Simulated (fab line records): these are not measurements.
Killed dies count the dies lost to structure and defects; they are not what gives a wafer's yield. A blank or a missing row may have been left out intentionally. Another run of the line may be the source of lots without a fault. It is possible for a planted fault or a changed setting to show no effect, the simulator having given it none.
What tool caused it? || flow nand_harc || Sampling: 11 lots, 33 wafers, 4 of 1302 route steps

== WHAT THE GAUGES READ, wafer by wafer ==
NHARC_P_ZERO_WELL_CD_MEAS_24: target cd 720 nm.
{"lot": "L353", "measured": "day 1 22:40", "on": "cd_sem-01", "cd_nm (nm)": "718.0 722.9 723.5"}
{"lot": "L354", "measured": "day 2 08:29", "on": "cd_sem-03", "cd_nm (nm)": "720.7 720.8 723.1"}
{"lot": "L355", "measured": "day 2 18:28", "on": "cd_sem-01", "cd_nm (nm)": "718.6 716.3 719.1"}
{"lot": "L357", "measured": "day 3 14:27", "on": "cd_sem-03", "cd_nm (nm)": "717.9 718.9 718.9"}
{"lot": "L359", "measured": "day 4 10:35", "on": "cd_sem-02", "cd_nm (nm)": "- - -"}
{"lot": "L360", "measured": "day 4 20:26", "on": "cd_sem-01", "cd_nm (nm)": "- - -"}
{"lot": "L361", "measured": "day 5 06:35", "on": "cd_sem-01", "cd_nm (nm)": "- - -"}
{"lot": "L362", "measured": "day 5 16:28", "on": "cd_sem-02", "cd_nm (nm)": "719.4 714.1 715.2"}
{"lot": "L370", "measured": "day 9 00:32", "on": "cd_sem-02", "cd_nm (nm)": "720.6 720.5 719.9"}
{"lot": "L373", "measured": "day 10 06:29", "on": "cd_sem-02", "cd_nm (nm)": "719.9 719.3 718.1"}
{"lot": "L374", "measured": "day 10 16:21", "on": "cd_sem-01", "cd_nm (nm)": "720.8 719.6 718.2"}

NHARC_P_ZERO_WELL_INSPECT_43.
{"lot": "L353", "measured": "day 2 03:30", "on": "defect_inspect-01", "raw_defect_count": "19 18 18"}
{"lot": "L354", "measured": "day 2 13:37", "on": "defect_inspect-02", "raw_defect_count": "7 11 9"}
{"lot": "L355", "measured": "day 2 23:32", "on": "defect_inspect-02", "raw_defect_count": "19 7 6"}
{"lot": "L357", "measured": "day 3 19:33", "on": "defect_inspect-02", "raw_defect_count": "7 7 14"}
{"lot": "L359", "measured": "day 4 15:34", "on": "defect_inspect-02", "raw_defect_count": "1031 1081 1082 1033 1080 1092"}
{"lot": "L360", "measured": "day 5 01:23", "on": "defect_inspect-01", "raw_defect_count": "1077 1100 1113 1093 1091 1103"}
{"lot": "L361", "measured": "day 5 11:42", "on": "defect_inspect-02", "raw_defect_count": "1035 1073 1071 1050 1071 1083"}
{"lot": "L362", "measured": "day 5 21:19", "on": "defect_inspect-02", "raw_defect_count": "4 6 5"}
{"lot": "L370", "measured": "day 9 05:38", "on": "defect_inspect-02", "raw_defect_count": "14 11 24"}
{"lot": "L373", "measured": "day 10 11:23", "on": "defect_inspect-02", "raw_defect_count": "12 11 17"}
{"lot": "L374", "measured": "day 10 21:20", "on": "defect_inspect-02", "raw_defect_count": "7 8 8"}

== EACH LOT AND THE TOOL THAT RAN IT (in order: tool; ch and the chambers of the sampled wafers; start) ==
{"lot": "L353", "NHARC_P_ZERO_WELL_ETCH_62": "rie_diel-10 ch 0,1, day 1 22:31 or earlier", "NHARC_P_ZERO_WELL_EXPOSE_21": "krf_scanner-04 ch 0, day 1 22:31"}
{"lot": "L354", "NHARC_P_ZERO_WELL_ETCH_62": "rie_diel-10 ch 0,1, day 2 08:19 or earlier", "NHARC_P_ZERO_WELL_EXPOSE_21": "krf_scanner-04 ch 0, day 2 08:19"}
{"lot": "L355", "NHARC_P_ZERO_WELL_ETCH_62": "rie_diel-10 ch 0,1,3, day 2 18:18 or earlier", "NHARC_P_ZERO_WELL_EXPOSE_21": "krf_scanner-01 ch 0, day 2 18:18"}
{"lot": "L357", "NHARC_P_ZERO_WELL_ETCH_62": "rie_diel-10 ch 0,2,3, day 3 14:17 or earlier", "NHARC_P_ZERO_WELL_EXPOSE_21": "krf_scanner-04 ch 0, day 3 14:17"}
{"lot": "L359", "NHARC_P_ZERO_WELL_ETCH_62": "rie_diel-10 ch 1,3, day 4 10:26 or earlier", "NHARC_P_ZERO_WELL_EXPOSE_21": "krf_scanner-02, day 4 10:26"}
{"lot": "L360", "NHARC_P_ZERO_WELL_ETCH_62": "rie_diel-01 ch 1,2, day 4 20:16 or earlier", "NHARC_P_ZERO_WELL_EXPOSE_21": "krf_scanner-02, day 4 20:16"}
{"lot": "L361", "NHARC_P_ZERO_WELL_ETCH_62": "rie_diel-10 ch 1,2,3, day 5 06:26 or earlier", "NHARC_P_ZERO_WELL_EXPOSE_21": "krf_scanner-04, day 5 06:26"}
{"lot": "L362", "NHARC_P_ZERO_WELL_ETCH_62": "rie_diel-10 ch 0,1,3, day 5 16:18 or earlier", "NHARC_P_ZERO_WELL_EXPOSE_21": "krf_scanner-04 ch 0, day 5 16:18"}
{"lot": "L370", "NHARC_P_ZERO_WELL_ETCH_62": "rie_diel-10 ch 1,2,3, day 9 00:23 or earlier", "NHARC_P_ZERO_WELL_EXPOSE_21": "krf_scanner-04 ch 0, day 9 00:23"}
{"lot": "L373", "NHARC_P_ZERO_WELL_ETCH_62": "rie_diel-01 ch 0,1,2, day 10 06:19 or earlier", "NHARC_P_ZERO_WELL_EXPOSE_21": "krf_scanner-04 ch 0, day 10 06:19"}
{"lot": "L374", "NHARC_P_ZERO_WELL_ETCH_62": "rie_diel-08 ch 0,3, day 10 16:11 or earlier", "NHARC_P_ZERO_WELL_EXPOSE_21": "krf_scanner-04 ch 0, day 10 16:11"}
- NHARC_P_ZERO_WELL_ETCH_62: etches the open film in CHF3/Ar, target depth 13 nm, time 6.5 s.
- NHARC_P_ZERO_WELL_EXPOSE_21: exposes mask P NWELL, target cd 720 nm.

== AS READ BY THE TOOLS THEMSELVES (means over the sampled wafers that have a number; for cases with no such wafer, the mark the record gives instead) ==
NHARC_P_ZERO_WELL_ETCH_62.
{"lot": "L353", "tool": "rie_diel-10", "drypump_motor_current_A (A)": 5.75, "oes_product_au (a.u.)": 0.958, "rf_vpp_V (V)": 370.6, "showerhead_plenum_p_Torr (Torr)": 2.31, "throttle_valve_pct (%)": 20.219}
{"lot": "L354", "tool": "rie_diel-10", "drypump_motor_current_A (A)": 5.75, "oes_product_au (a.u.)": 0.953, "rf_vpp_V (V)": 369.9, "showerhead_plenum_p_Torr (Torr)": 2.31, "throttle_valve_pct (%)": 20.223}
{"lot": "L355", "tool": "rie_diel-10", "drypump_motor_current_A (A)": 5.81, "oes_product_au (a.u.)": 0.968, "rf_vpp_V (V)": 370.7, "showerhead_plenum_p_Torr (Torr)": 2.32, "throttle_valve_pct (%)": 20.220}
{"lot": "L357", "tool": "rie_diel-10", "drypump_motor_current_A (A)": 5.67, "oes_product_au (a.u.)": 0.984, "rf_vpp_V (V)": 372.3, "showerhead_plenum_p_Torr (Torr)": 2.38, "throttle_valve_pct (%)": 20.227}
{"lot": "L359", "tool": "rie_diel-10", "drypump_motor_current_A (A)": 5.86, "oes_product_au (a.u.)": 0.948, "rf_vpp_V (V)": 369.8, "showerhead_plenum_p_Torr (Torr)": 2.33, "throttle_valve_pct (%)": 20.215}
{"lot": "L360", "tool": "rie_diel-01", "drypump_motor_current_A (A)": 6.09, "oes_product_au (a.u.)": 0.933, "rf_vpp_V (V)": 368.7, "showerhead_plenum_p_Torr (Torr)": 2.30, "throttle_valve_pct (%)": 20.216}
{"lot": "L361", "tool": "rie_diel-10", "drypump_motor_current_A (A)": 5.61, "oes_product_au (a.u.)": 0.963, "rf_vpp_V (V)": 370.1, "showerhead_plenum_p_Torr (Torr)": 2.33, "throttle_valve_pct (%)": 20.217}
{"lot": "L362", "tool": "rie_diel-10", "drypump_motor_current_A (A)": 5.83, "oes_product_au (a.u.)": 0.965, "rf_vpp_V (V)": 369.5, "showerhead_plenum_p_Torr (Torr)": 2.31, "throttle_valve_pct (%)": 20.224}
{"lot": "L370", "tool": "rie_diel-10", "drypump_motor_current_A (A)": 5.60, "oes_product_au (a.u.)": 0.973, "rf_vpp_V (V)": 369.4, "showerhead_plenum_p_Torr (Torr)": 2.32, "throttle_valve_pct (%)": 20.216}
{"lot": "L373", "tool": "rie_diel-01", "drypump_motor_current_A (A)": 5.88, "oes_product_au (a.u.)": 0.973, "rf_vpp_V (V)": 369.3, "showerhead_plenum_p_Torr (Torr)": 2.30, "throttle_valve_pct (%)": 20.219}
{"lot": "L374", "tool": "rie_diel-08", "drypump_motor_current_A (A)": 5.89, "oes_product_au (a.u.)": 0.976, "rf_vpp_V (V)": 369.5, "showerhead_plenum_p_Torr (Torr)": 2.27, "throttle_valve_pct (%)": 20.220}

NHARC_P_ZERO_WELL_EXPOSE_21.
{"lot": "L353", "tool": "krf_scanner-04", "exposure_dose_mJ_cm2": 22.309, "focus_offset_nm (nm)": 0.7}
{"lot": "L354", "tool": "krf_scanner-04", "exposure_dose_mJ_cm2": 22.293, "focus_offset_nm (nm)": -0.5}
{"lot": "L355", "tool": "krf_scanner-01", "exposure_dose_mJ_cm2": 22.280, "focus_offset_nm (nm)": -0.0}
{"lot": "L357", "tool": "krf_scanner-04", "exposure_dose_mJ_cm2": 22.320, "focus_offset_nm (nm)": 0.0}
{"lot": "L359", "tool": "krf_scanner-02", "exposure_dose_mJ_cm2": "-", "focus_offset_nm (nm)": "-"}
{"lot": "L360", "tool": "krf_scanner-02", "exposure_dose_mJ_cm2": "-", "focus_offset_nm (nm)": "-"}
{"lot": "L361", "tool": "krf_scanner-04", "exposure_dose_mJ_cm2": "-", "focus_offset_nm (nm)": "-"}
{"lot": "L362", "tool": "krf_scanner-04", "exposure_dose_mJ_cm2": 22.291, "focus_offset_nm (nm)": 0.4}
{"lot": "L370", "tool": "krf_scanner-04", "exposure_dose_mJ_cm2": 22.286, "focus_offset_nm (nm)": 0.4}
{"lot": "L373", "tool": "krf_scanner-04", "exposure_dose_mJ_cm2": 22.334, "focus_offset_nm (nm)": 0.0}
{"lot": "L374", "tool": "krf_scanner-04", "exposure_dose_mJ_cm2": 22.346, "focus_offset_nm (nm)": -0.0}

== THE ANSWER, worked out from the rows above alone ==
Rule: the usual values come from the lots themselves. Put in order of their means at a reading, lots are off if they are a third of the lots or fewer, leave a main group of 4 or more, and stand apart from it by a gap of 3 or more times the standard deviation of the main group's means; of several such gaps the widest counts. If all means in a main group match to the digits the tables above print for the reading, that group is not used. Also off: a lot with no number at a reading for which 4 or more lots have one. Any other lot the step has rows for is counted as sound. The gauges are gone through in route order, then the tools' own readings, and for those a lot's mean is taken as printed above. The first step at which some lot is off is used, and at that step the reading that is off furthest; a lot without a number counts as furthest.
Off: L359, L360, L361, at NHARC_P_ZERO_WELL_CD_MEAS_24 (cd_nm). Without a number there: L359, L360, L361. For the main group the mean is 719.3 nm and the standard deviation 1.7.
If a tool, at a process step before that reading, ran all the lots that are off and no sound lot after the first of them, it fits. Not tried: the gauges at NHARC_P_ZERO_WELL_CD_MEAS_24; whatever is off there is also off at NHARC_P_ZERO_WELL_INSPECT_43, on other tools, and gauge error can't account for it. With no start given for some of its lots, NHARC_P_ZERO_WELL_ETCH_62 uses the hours and lot order of NHARC_P_ZERO_WELL_EXPOSE_21. None of those tried fits.

== WHAT HAD BEEN PUT IN BY THE SIMULATOR ==
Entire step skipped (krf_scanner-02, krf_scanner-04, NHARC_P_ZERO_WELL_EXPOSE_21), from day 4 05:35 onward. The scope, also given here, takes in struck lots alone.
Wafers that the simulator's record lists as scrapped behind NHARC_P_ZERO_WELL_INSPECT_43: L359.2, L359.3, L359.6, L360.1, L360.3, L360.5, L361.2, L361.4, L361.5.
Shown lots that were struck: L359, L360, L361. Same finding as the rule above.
